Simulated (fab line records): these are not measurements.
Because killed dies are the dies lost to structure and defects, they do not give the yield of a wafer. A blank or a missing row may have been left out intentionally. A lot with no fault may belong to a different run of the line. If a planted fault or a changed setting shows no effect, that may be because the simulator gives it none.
Chamber matching ; flow n5_finfet ; N5_BEOL_M10_DESCUM_16 on rie_diel-01: 4 sister chambers
The step chemistry O2, time 7.9 s. 4 wafers are shown with their chamber, then 12 later ones without.

WAFERS PAIRED WITH THEIR CHAMBERS
wafer;chamber;drypump_motor_current_A (A)
L084.5;0;5.4
L087.2;3;5.3
L087.4;2;6.4
L087.6;1;6.1

WAFERS WHOSE CHAMBER IS MISSING
wafer;drypump_motor_current_A (A)
L089.2;5.4
L089.4;5.3
L089.6;5.3
L088.1;6.3
L088.5;6.4
L088.6;6.1
L093.1;6.4
L093.3;5.5
L093.4;6.4
L095.2;5.3
L095.4;6.3
L095.5;6.1

WHICH CHAMBER EACH WENT THROUGH
wafer;from the rows above;in truth
L089.2;0;0
L089.4;3;3
L089.6;3;3
L088.1;can't be placed: 2 or 1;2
L088.5;2;2
L088.6;1;1
L093.1;2;2
L093.3;0;0
L093.4;2;2
L095.2;3;3
L095.4;can't be placed: 2 or 1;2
L095.5;1;1
Correct placement for 10 of the 12. From these rows, 2 cannot be placed; in 2 the true chamber is one of the candidates. Wrongly placed: 0.
How it was worked out, from the rows above alone: a wafer's distance from a chamber is the root of the sum, over the readings, of the square of ((its reading less the chamber's mean) divided by the reading's scatter). The wafer belongs to the nearest chamber; if the next one is less than 2 further off, it can't be placed. For every chamber, the mean is computed from those of its wafers that are shown. The scatter: with one shown wafer a chamber, the root of the mean of the squares of how far each hidden wafer lies from its nearest shown one.
